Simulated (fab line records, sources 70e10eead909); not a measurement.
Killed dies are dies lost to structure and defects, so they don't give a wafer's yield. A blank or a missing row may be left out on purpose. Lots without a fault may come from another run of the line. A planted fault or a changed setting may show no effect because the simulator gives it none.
Which tool did it? | flow nand_harc | 12 lots, 36 wafers sampled, at 1 step of a route of 1302

WHAT THE GAUGES READ, wafer by wafer
NHARC_P_ZERO_WELL_INSPECT_43.
lot  | measured     | on                | raw_defect_count
L075 | day 2 13:39  | defect_inspect-02 | 15 15 29
L077 | day 3 09:46  | defect_inspect-01 | 6 30 11
L079 | day 4 07:28  | defect_inspect-01 | 23 12 25
L081 | day 5 01:33  | defect_inspect-02 | 5 10 8
L083 | day 5 21:40  | defect_inspect-02 | 9 20 13
L085 | day 6 17:44  | defect_inspect-01 | 27 6 14
L087 | day 7 14:13  | defect_inspect-02 | 15 9 9
L089 | day 8 10:05  | defect_inspect-01 | 18 19 10
L091 | day 9 05:38  | defect_inspect-01 | 17 20 9
L093 | day 10 01:29 | defect_inspect-02 | 12 20 11
L095 | day 10 21:35 | defect_inspect-02 | 15 15 19
L097 | day 11 17:30 | defect_inspect-02 | 25 14 25

WHICH TOOL RAN EACH LOT (tool, then ch and the chambers of the sampled wafers, then the start)
The record holds no process step before these readings.

THE ANSWER, worked out from the rows above alone
Rule: what is usual is taken from the lots themselves. Put in order of their means at a reading, lots are off if they are a third of the lots or fewer, leave a main group of 4 or more, and stand apart from it by a gap of 3 or more times the standard deviation of the main group's means; of several such gaps the widest counts. A main group whose means are all the same, to the digits that the tables above print for the reading, isn't used. A lot without any number at a reading at which 4 lots or more have one is off too. The other lots that the step has rows for count as sound.
No lot is off at any reading shown: from this, nothing can be told.

WHAT THE SIMULATOR HAD PUT IN
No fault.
